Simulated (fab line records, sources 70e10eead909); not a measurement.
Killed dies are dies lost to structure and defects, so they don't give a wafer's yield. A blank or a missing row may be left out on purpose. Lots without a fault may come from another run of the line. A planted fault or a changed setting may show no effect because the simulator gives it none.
fab line records | flow nand_harc | part 1 of 2: steps 1 to 25 of 37
record lots=5 wafers=15 last_day=30
route steps=1302 shown A_CONTACT@1100 A_BLC@1107 A_M0@1137
lots that met no fault: from a run of the same line without faults
start_h: hours from the record's first day to the start of the lot's first wafer shown | wait_h: hours since the lot's step before | " the same as in the row above | L1.1+2: a row that stands for several wafers | - no value, or no start given | * or withheld: withheld | < > ~ a bound
route shown NAME@n: a module of which the file shows steps, and the number in the route of the first | usual: mean/standard deviation of fault-free wafers | same: alike in all rows | chamber/n: place in a boat | sites: the reading at each site | _std_site: their standard deviation | _edge_site: outer sites' mean less inner sites' | radius_mm: how far each site lies from the wafer's centre | mask NAME#n: copy n | behind: the tool/chamber that last shaped the wafer | hold: why the lot was held/for how many hours/how that ended | device: the transistor (n, p or np) that didn't switch | end of line: the same wafers' tests at the end of the route | a step without rows: its recipe alone | killed: dies lost to structure and defects at the first sort, not the wafer's yield | map: a wafer's dies, x killed, . not, _ none there
set.NAME: the setting as run; set.NAME@STEP: as run at that earlier step | model.NAME: the simulator's own value behind a step, which no gauge read
lots at some steps of the route; a table a step, a row a wafer
services: from which hour (start_h, from the record's first day; less than 0 if before it) a tool's chamber was out of use, for how many hours, and why
## steps
# step NHARC_A_CONTACT_STRIP_27
# recipe time_s=600 temp_c=30 chemistry=post_etch_residue_remover
# usual temp_c=30.01/0.11
# columns lot.wafer tool chamber start_h wait_h temp_c
L080.5 wet_bench-07 1 575.61 - 30.04
L080.3 " 3 " " 29.96
L080.2 " 4 " " 29.96
L084.1 wet_bench-09 7 626.00 - 30.00
L084.4 " 2 " " 30.18
L084.6 " 3 " " 29.89
L085.1 wet_bench-02 7 627.85 - 29.90
L085.6 " 1 " " 29.98
L085.3 " 3 " " 29.86
L088.6 wet_bench-02 7 667.88 - 29.94
L088.2 " 0 " " 30.06
L088.5 " 3 " " 30.05
L091.4 wet_bench-02 6 674.14 - 30.05
L091.6 " 0 " " 30.03
L091.3 " 1 " " 30.06
# step NHARC_A_CONTACT_ALD_18
# recipe target_thk_a=30 pulse_time_s=1 ald_cycles=150 temp_c=450 material=TiN
# usual heater_power_w=1079/94 precursor_pulse_height_rel=1.000/0.021
# columns lot.wafer tool chamber start_h wait_h heater_power_w precursor_pulse_height_rel
L080.2 ald_metal-02 1 575.88 - 1256 1.028
L080.3 " 3 " " 999 0.953
L080.5 " 1 " " 1268 1.013
L084.1 ald_metal-01 2 626.32 - 1191 1.001
L084.4 " 2 " " 1154 1.012
L084.6 " 0 " " 1008 0.979
L085.3 ald_metal-04 2 628.11 - 969 0.977
L085.1 " 3 " " 966 1.043
L085.6 " 2 " " 986 0.992
L088.2 ald_metal-04 1 668.16 - 1227 0.986
L088.5 " 0 " " 1057 1.018
L088.6 " 1 " " 1156 1.017
L091.3 ald_metal-01 0 674.40 - 1017 0.996
L091.6 " 0 " " 1019 1.026
L091.4 " 3 " " 986 1.021
# step NHARC_A_CONTACT_CVD_19
# recipe target_thk_a=3000 temp_c=300 pressure_torr=40 wf6_flow_sccm=40 h2_flow_sccm=1600 ar_flow_sccm=1560 time_s=802 material=W
# usual heater_power_w=461/41 throttle_valve_pct=7.94/0.21
# columns lot.wafer tool chamber start_h wait_h heater_power_w throttle_valve_pct
L080.2 cvd_w-01 1 - - 402 8.11
L080.3 " 0 " " 463 7.65
L080.5 " 0 " " 480 8.10
L084.1 cvd_w-02 0 - - 519 8.22
L084.4 " 0 " " 515 8.02
L084.6 " 1 " " 462 8.15
L085.1 cvd_w-01 1 - - 399 7.82
L085.3 " 1 " " 402 7.94
L085.6 " 1 " " 409 7.87
L088.2 cvd_w-01 0 - - 474 7.83
L088.5 " 0 " " 466 7.74
L088.6 " 1 " " 400 7.95
L091.3 cvd_w-02 1 - - 463 7.56
L091.4 " 0 " " 513 8.09
L091.6 " 0 " " 518 8.14
# step NHARC_A_CONTACT_CMP_20
# recipe t_overpolish_s=30 target_thk_nm=300
# usual motor_current_A=12.3/0.94 overpolish_run_s=30.000/0.009 time_to_endpoint_s=59.2/2.5
# columns lot.wafer tool chamber start_h wait_h motor_current_A overpolish_run_s time_to_endpoint_s
L080.3 cmp-02 2 576.97 0.4 12.4 29.994 57.8
L080.2 " 3 " " 12.5 30.009 58.9
L080.5 " 2 " " 12.3 30.006 59.6
L084.1 cmp-03 0 627.45 0.8 13.0 29.983 55.3
L084.4 " 1 " " 14.2 29.991 54.8
L084.6 " 1 " " 13.7 29.983 55.1
L085.1 cmp-03 0 629.21 0.6 12.7 30.020 55.9
L085.3 " 3 " " 10.8 29.998 60.0
L085.6 " 1 " " 13.4 30.024 54.4
L088.2 cmp-01 2 669.31 0.8 12.6 29.987 59.6
L088.6 " 3 " " 11.7 30.000 58.0
L088.5 " 0 " " 12.8 29.989 62.4
L091.3 cmp-02 0 675.53 0.5 11.4 29.989 59.1
L091.4 " 2 " " 13.4 29.992 59.7
L091.6 " 1 " " 12.0 29.992 60.2
# step NHARC_A_CONTACT_SRD_22
# columns lot.wafer tool chamber start_h wait_h
L080.3+5+2 wet_bench-09 2,5,6 577.27 0.0
L084.4+6+1 wet_bench-07 5,1,2 627.78 0.0
L085.3+6+1 wet_bench-07 3,5,0 629.53 0.0
L088.2+5+6 wet_bench-09 4,0,1 669.56 0.0
L091.3+4+6 wet_bench-02 1,4,5 675.85 0.0
# step NHARC_A_CONTACT_INSPECT_23
# usual raw_defect_count=506/140
# columns lot.wafer tool chamber start_h wait_h raw_defect_count
L080.2 defect_inspect-01 - 577.35 0.1 398
L080.3 " - " " 418
L080.5 " - " " 376
L084.1 defect_inspect-01 - 627.86 0.1 481
L084.4 " - " " 426
L084.6 " - " " 474
L085.1 defect_inspect-01 - 629.61 0.1 751
L085.3 " - " " 508
L085.6 " - " " 545
L088.2 defect_inspect-02 - 669.64 0.1 631
L088.5 " - " " 416
L088.6 " - " " 484
L091.3 defect_inspect-02 - 675.93 0.1 490
L091.4 " - " " 617
L091.6 " - " " 448
# step NHARC_A_BLC_DEHYDRATE_00
# recipe temp_c=150 time_s=120
# columns lot.wafer tool chamber start_h wait_h
L080.2+3+5 litho_track-06 0 577.41 0.1
L084.1+4+6 litho_track-04 0 627.92 0.1
L085.1+3+6 litho_track-06 0 629.67 0.1
L088.2+5+6 litho_track-06 0 669.70 0.1
L091.3+4+6 litho_track-04 0 675.99 0.1
# step NHARC_A_BLC_HMDS_01
# recipe time_s=30
# columns lot.wafer tool chamber start_h wait_h
L080.2+3+5 litho_track-06 0 - -
L084.1+4+6 litho_track-04 0 - -
L085.1+3+6 litho_track-06 0 - -
L088.2+5+6 litho_track-06 0 - -
L091.3+4+6 litho_track-04 0 - -
# step NHARC_A_BLC_COAT_02
# recipe temp_c=260 time_s=75
# columns lot.wafer tool chamber start_h wait_h
L080.2+3+5 litho_track-06 0 - -
L084.1+4+6 litho_track-04 0 - -
L085.1+3+6 litho_track-06 0 - -
L088.2+5+6 litho_track-06 0 - -
L091.3+4+6 litho_track-04 0 - -
# step NHARC_A_BLC_COAT_03
# recipe temp_c=225 time_s=65
# columns lot.wafer tool chamber start_h wait_h
L080.2+3+5 litho_track-06 0 - -
L084.1+4+6 litho_track-04 0 - -
L085.1+3+6 litho_track-06 0 - -
L088.2+5+6 litho_track-06 0 - -
L091.3+4+6 litho_track-04 0 - -
# step NHARC_A_BLC_COAT_04
# recipe spin_rpm=1500 resist_thk_nm=90
# columns lot.wafer tool chamber start_h wait_h
L080.2+3+5 litho_track-06 0 - -
L084.1+4+6 litho_track-04 0 - -
L085.1+3+6 litho_track-06 0 - -
L088.2+5+6 litho_track-06 0 - -
L091.3+4+6 litho_track-04 0 - -
# step NHARC_A_BLC_SOFTBAKE_05
# recipe temp_c=105 time_s=55
# columns lot.wafer tool chamber start_h wait_h
L080.2+3+5 litho_track-06 0 - -
L084.1+4+6 litho_track-04 0 - -
L085.1+3+6 litho_track-06 0 - -
L088.2+5+6 litho_track-06 0 - -
L091.3+4+6 litho_track-04 0 - -
# step NHARC_A_BLC_EBR_06
# columns lot.wafer tool chamber start_h wait_h
L080.2+3+5 litho_track-06 0 - -
L084.1+4+6 litho_track-04 0 - -
L085.1+3+6 litho_track-06 0 - -
L088.2+5+6 litho_track-06 0 - -
L091.3+4+6 litho_track-04 0 - -
# step NHARC_A_BLC_EXPOSE_07
# recipe na=1.35 target_cd_nm=100 dose_mj=67.97 mask_id=A_BLC
# columns lot.wafer tool chamber start_h wait_h mask
L080.2+3+5 arfi_scanner-02 0 577.73 - A_BLC#0
L084.1+4+6 arfi_scanner-02 0 628.23 - A_BLC#0
L085.1+3+6 arfi_scanner-02 0 629.86 - A_BLC#0
L088.2+5+6 arfi_scanner-02 0 669.89 - A_BLC#0
L091.3+4+6 arfi_scanner-01 0 676.31 - A_BLC#0
# step NHARC_A_BLC_PEB_08
# recipe peb_temp_c=100 peb_time_s=65
# columns lot.wafer tool chamber start_h wait_h
L080.2+3+5 litho_track-04 0 577.78 0.1
L084.1+4+6 litho_track-01 0 628.29 0.1
L085.1+3+6 litho_track-01 0 629.92 0.1
L088.2+5+6 litho_track-06 0 669.95 0.1
L091.3+4+6 litho_track-06 0 676.36 0.0
# step NHARC_A_BLC_DEVELOP_09
# recipe develop_time_s=35 dev_temp_c=23
# columns lot.wafer tool chamber start_h wait_h
L080.2+3+5 litho_track-04 0 - -
L084.1+4+6 litho_track-01 0 - -
L085.1+3+6 litho_track-01 0 - -
L088.2+5+6 litho_track-06 0 - -
L091.3+4+6 litho_track-06 0 - -
# step NHARC_A_BLC_CD_MEAS_10
# recipe target_cd_nm=100 landing_energy_ev=500
# usual cd_nm=100.0/0.41
# columns lot.wafer tool chamber start_h wait_h cd_nm
L080.2 cd_sem-02 0 577.86 - 99.8
L080.3 " 0 " " 99.8
L080.5 " 0 " " 100.3
L084.1 cd_sem-02 0 628.37 - 100.1
L084.4 " 0 " " 100.1
L084.6 " 0 " " 99.9
L085.1 cd_sem-02 0 629.99 - 99.9
L085.3 " 0 " " 100.3
L085.6 " 0 " " 99.5
L088.2 cd_sem-01 0 670.03 - 99.9
L088.5 " 0 " " 99.7
L088.6 " 0 " " 100.1
L091.3 cd_sem-01 0 676.44 - 100.1
L091.4 " 0 " " 100.7
L091.6 " 0 " " 100.3
# step NHARC_A_BLC_OVL_MEAS_11
# usual overlay_x_nm=-0.3/0.63 overlay_y_nm=-0.2/0.73
# columns lot.wafer tool chamber start_h wait_h overlay_x_nm overlay_y_nm
L080.2 overlay-01 - 577.95 - 0.1 -1.2
L080.3 " - " " 1.1 -0.9
L080.5 " - " " 0.5 -0.4
L084.1 overlay-01 - 628.46 - 0.6 -0.4
L084.4 " - " " -0.3 -0.5
L084.6 " - " " -0.6 -0.7
L085.1 overlay-02 - 630.08 - 0.2 0.5
L085.3 " - " " 0.5 0.1
L085.6 " - " " 0.6 0.1
L088.2 overlay-02 - 670.11 - 0.2 0.7
L088.5 " - " " 0.3 0.9
L088.6 " - " " 0.3 0.5
L091.3 overlay-02 - 676.53 - -0.5 -0.7
L091.4 " - " " -0.3 -1.0
L091.6 " - " " -0.5 -0.6
# step NHARC_A_BLC_INSPECT_12
# usual raw_defect_count=83/38
# columns lot.wafer tool chamber start_h wait_h raw_defect_count
L080.2 defect_inspect-02 - 577.99 0.0 62
L080.3 " - " " 72
L080.5 " - " " 77
L084.1 defect_inspect-01 - 628.50 0.0 67
L084.4 " - " " 67
L084.6 " - " " 60
L085.1 defect_inspect-02 - 630.14 0.1 108
L085.3 " - " " 111
L085.6 " - " " 137
L088.2 defect_inspect-02 - 670.15 0.0 158
L088.5 " - " " 138
L088.6 " - " " 148
L091.3 defect_inspect-01 - 676.56 0.0 77
L091.4 " - " " 60
L091.6 " - " " 82
# step NHARC_A_BLC_DESCUM_15
# recipe time_s=3 o2_flow_sccm=200 ar_flow_sccm=0 bias_power_w=0 chemistry=O2
# usual drypump_motor_current_A=5.7/0.56 oes_product_au=0.999/0.0076 rf_vpp_V=57.6/0.98 showerhead_plenum_p_Torr=1.87/0.055 throttle_valve_pct=11.312/0.0087
# columns lot.wafer tool chamber start_h wait_h drypump_motor_current_A oes_product_au rf_hours_counter_h rf_vpp_V showerhead_plenum_p_Torr throttle_valve_pct
L080.3 rie_diel-13 3 578.05 0.1 5.0 1.004 2 56.8 1.80 11.304
L080.2 " 2 " " 5.7 1.003 3 57.1 1.86 11.317
L080.5 " 3 " " 5.0 0.998 - 57.6 1.80 11.317
L084.4 rie_diel-13 3 628.56 0.1 4.9 1.010 5 56.9 1.80 11.304
L084.1 " 0 " " 6.5 1.002 6 57.9 1.82 11.307
L084.6 " 0 " " 6.5 0.994 - 56.5 1.82 11.324
L085.1 rie_diel-13 0 630.21 0.1 6.5 0.996 6 57.7 1.82 11.322
L085.3 " 1 " " 5.2 1.006 7 58.3 1.92 11.312
L085.6 " 3 " " 5.0 1.011 - 58.6 1.80 11.310
L088.2 rie_diel-12 1 670.21 0.1 5.1 1.011 3 57.4 1.88 11.313
L088.6 " 1 " " 5.1 1.004 - 59.0 1.88 11.302
L088.5 " 2 " " 5.7 0.988 - 58.7 1.86 11.315
L091.3 rie_diel-12 0 676.62 0.1 6.5 0.998 4 58.8 1.98 11.318
L091.4 " 1 " " 5.1 1.012 3 57.9 1.88 11.310
L091.6 " 0 " " 6.5 1.004 - 57.5 1.98 11.309
# step NHARC_A_BLC_ETCH_16
# recipe target_depth_a=390 over_etch_frac=0.3 time_s=65 ion_energy_ev=80 cf4_flow_sccm=150 ar_flow_sccm=0 rf_w=300 bias_w=100 chemistry=CF4
# usual bias_w=100.0/0.3 drypump_motor_current_A=5.7/0.54 oes_product_au=0.999/0.008 rf_vpp_V=150.7/1 showerhead_plenum_p_Torr=1.73/0.047 throttle_valve_pct=13.283/0.0087
# same over_etch_frac=0.3
# columns lot.wafer tool chamber start_h wait_h bias_w drypump_motor_current_A oes_product_au rf_hours_counter_h rf_vpp_V showerhead_plenum_p_Torr throttle_valve_pct
L080.2 rie_diel-13 1 578.13 0.1 99.9 5.2 0.991 3 151.5 1.77 13.290
L080.3 " 3 " " 100.6 4.9 1.000 2 148.4 1.67 13.278
L080.5 " 2 " " 100.4 5.6 0.996 - 150.2 1.72 13.282
L084.4 rie_diel-13 0 628.65 0.1 100.5 6.5 0.991 6 150.6 1.69 13.282
L084.1 " 1 " " 100.4 5.2 0.995 6 151.4 1.77 13.294
L084.6 " 3 " " 100.2 4.9 1.003 - 150.1 1.67 13.282
L085.3 rie_diel-13 0 630.29 0.1 100.0 6.5 1.006 7 148.7 1.69 13.262
L085.1 " 2 " " 100.3 5.7 1.006 6 150.2 1.72 13.283
L085.6 " 0 " " 100.0 6.5 1.007 - 150.6 1.69 13.287
L088.2 rie_diel-12 2 670.29 0.1 99.8 5.7 0.991 3 150.6 1.72 13.283
L088.6 " 2 " " 100.2 5.7 0.989 - 150.8 1.72 13.285
L088.5 " 3 " " 100.1 6.1 0.999 - 150.4 1.71 13.279
L091.4 rie_diel-12 3 676.71 0.1 100.1 6.1 0.997 4 150.2 1.71 13.276
L091.3 " 1 " " 100.3 5.2 0.998 3 152.3 1.74 13.285
L091.6 " 2 " " 100.2 5.7 0.994 - 150.8 1.72 13.281
# step NHARC_A_BLC_ETCH_17
# recipe target_depth_a=3900 over_etch_frac=0.25 time_s=609.38 ion_energy_ev=200 n2_flow_sccm=150 h2_flow_sccm=150 ar_flow_sccm=0 rf_w=400 bias_w=150 chemistry=N2/H2
# usual bias_w=150.0/0.41 drypump_motor_current_A=5.7/0.54 oes_product_au=1.000/0.0079 rf_vpp_V=429.4/1.9 showerhead_plenum_p_Torr=2.00/0.061 throttle_valve_pct=14.171/0.0091
# same over_etch_frac=0.25
# columns lot.wafer tool chamber start_h wait_h bias_w drypump_motor_current_A oes_product_au rf_hours_counter_h rf_vpp_V showerhead_plenum_p_Torr throttle_valve_pct
L080.3 rie_diel-13 2 - - 150.9 5.7 1.002 3 429.7 1.98 14.163
L080.2 " 3 " " 149.6 4.9 1.005 2 427.0 1.92 14.162
L080.5 " 3 " " 150.4 4.9 1.014 - 425.4 1.92 14.186
L084.1 rie_diel-13 2 - - 150.6 5.7 1.018 5 429.2 1.98 14.172
L084.4 " 3 " " 149.5 5.0 1.017 5 427.7 1.92 14.173
L084.6 " 0 " " 150.4 6.5 1.000 - 427.1 1.94 14.171
L085.1 rie_diel-13 1 - - 149.9 5.2 1.001 7 429.7 2.05 14.172
L085.3 " 2 " " 149.4 5.7 1.012 6 429.2 1.98 14.171
L085.6 " 1 " " 149.7 5.2 0.992 - 430.9 2.05 14.168
L088.2 rie_diel-12 1 - - 150.3 5.1 0.997 3 431.0 2.01 14.175
L088.6 " 1 " " 150.5 5.1 0.985 - 430.3 2.01 14.183
L088.5 " 2 " " 150.5 5.7 1.000 - 429.1 1.98 14.193
L091.3 rie_diel-12 0 - - 149.9 6.5 1.006 4 432.8 2.11 14.166
L091.4 " 1 " " 149.6 5.2 1.011 3 429.1 2.01 14.164
L091.6 " 2 " " 149.7 5.7 1.003 - 430.0 1.98 14.166
# step NHARC_A_BLC_ETCH_18
# recipe target_depth_a=9100 c4f8_flow_sccm=20 o2_flow_sccm=10 ar_flow_sccm=withheld rf_w=600 bias_w=1500 chemistry=C4F8/O2/Ar
# usual bias_w=1500/5.1 oes_product_au=0.950/0.022 rf_vpp_V=976/3.9
# columns lot.wafer tool chamber start_h wait_h bias_w oes_product_au rf_hours_counter_h rf_vpp_V
L080.3 rie_diel-13 2 - - 1494 0.933 3 971
L080.2 " 3 " " 1505 0.942 3 970
L080.5 " 3 " " 1503 0.942 - 969
L084.1 rie_diel-13 2 - - 1504 0.929 6 974
L084.4 " 0 " " 1498 0.922 6 973
L084.6 " 2 " " 1496 0.940 - 975
L085.3 rie_diel-13 0 - - 1496 0.925 7 971
L085.1 " 2 " " 1497 0.931 6 974
L085.6 " 1 " " 1504 0.929 - 980
L088.2 rie_diel-12 3 - - 1498 0.975 3 974
L088.5 " 2 " " 1507 0.960 - 974
L088.6 " 3 " " 1491 0.975 - 974
L091.3 rie_diel-12 1 - - 1499 0.958 4 975
L091.4 " 2 " " 1499 0.979 4 974
L091.6 " 1 " " 1500 0.957 - 978
# step NHARC_A_BLC_CD_MEAS_19
# usual cd_nm=99.8/1.4
# columns lot.wafer tool chamber start_h wait_h cd_nm
L080.2 cd_sem-01 - 579.02 - 100.2
L080.3 " - " " 99.7
L080.5 " - " " 99.7
L084.1 cd_sem-02 - 629.52 - 101.4
L084.4 " - " " 103.5
L084.6 " - " " 102.3
L085.1 cd_sem-03 - 631.17 - 98.5
L085.3 " - " " 99.7
L085.6 " - " " 97.7
L088.2 cd_sem-03 - 671.18 - 102.0
L088.5 " - " " 102.9
L088.6 " - " " 102.4
L091.3 cd_sem-02 - 677.59 - 99.4
L091.4 " - " " 101.5
L091.6 " - " " 101.4
# step NHARC_A_BLC_STRIP_29
# recipe cf4_flow_sccm=150 ar_flow_sccm=0 bias_w=0 chemistry=CF4
# usual drypump_motor_current_A=5.7/0.55 oes_product_au=1.000/0.0085 rf_vpp_V=59.2/0.84 showerhead_plenum_p_Torr=1.74/0.05 throttle_valve_pct=13.284/0.0086
# same bias_w=0
# columns lot.wafer tool chamber start_h wait_h drypump_motor_current_A oes_product_au rf_hours_counter_h rf_vpp_V showerhead_plenum_p_Torr throttle_valve_pct
L080.3 rie_diel-12 0 579.11 0.1 6.5 0.990 10 59.7 1.82 13.269
L080.2 " 1 " " 5.1 1.005 9 58.9 1.74 13.278
L080.5 " 3 " " 6.1 1.007 - 58.6 1.71 13.278
L084.1 rie_diel-13 3 629.61 0.1 4.9 1.009 5 58.5 1.67 13.287
L084.4 " 0 " " 6.5 1.002 6 58.0 1.69 13.301
L084.6 " 2 " " 5.7 1.016 - 59.8 1.72 13.279
L085.3 rie_diel-13 2 631.27 0.1 5.7 1.021 6 58.5 1.72 13.279
L085.1 " 3 " " 4.9 1.006 6 58.1 1.67 13.279
L085.6 " 1 " " 5.2 0.990 - 60.5 1.77 13.273
L088.2 rie_diel-12 1 671.28 0.1 5.1 0.992 3 58.5 1.74 13.282
L088.5 " 3 " " 6.1 0.986 - 58.6 1.71 13.289
L088.6 " 0 " " 6.5 0.989 - 59.1 1.82 13.299
L091.3 rie_diel-12 3 677.66 0.1 6.0 0.999 4 60.2 1.71 13.289
L091.4 " 2 " " 5.7 0.987 4 58.8 1.72 13.279
L091.6 " 3 " " 6.0 0.987 - 58.2 1.71 13.295
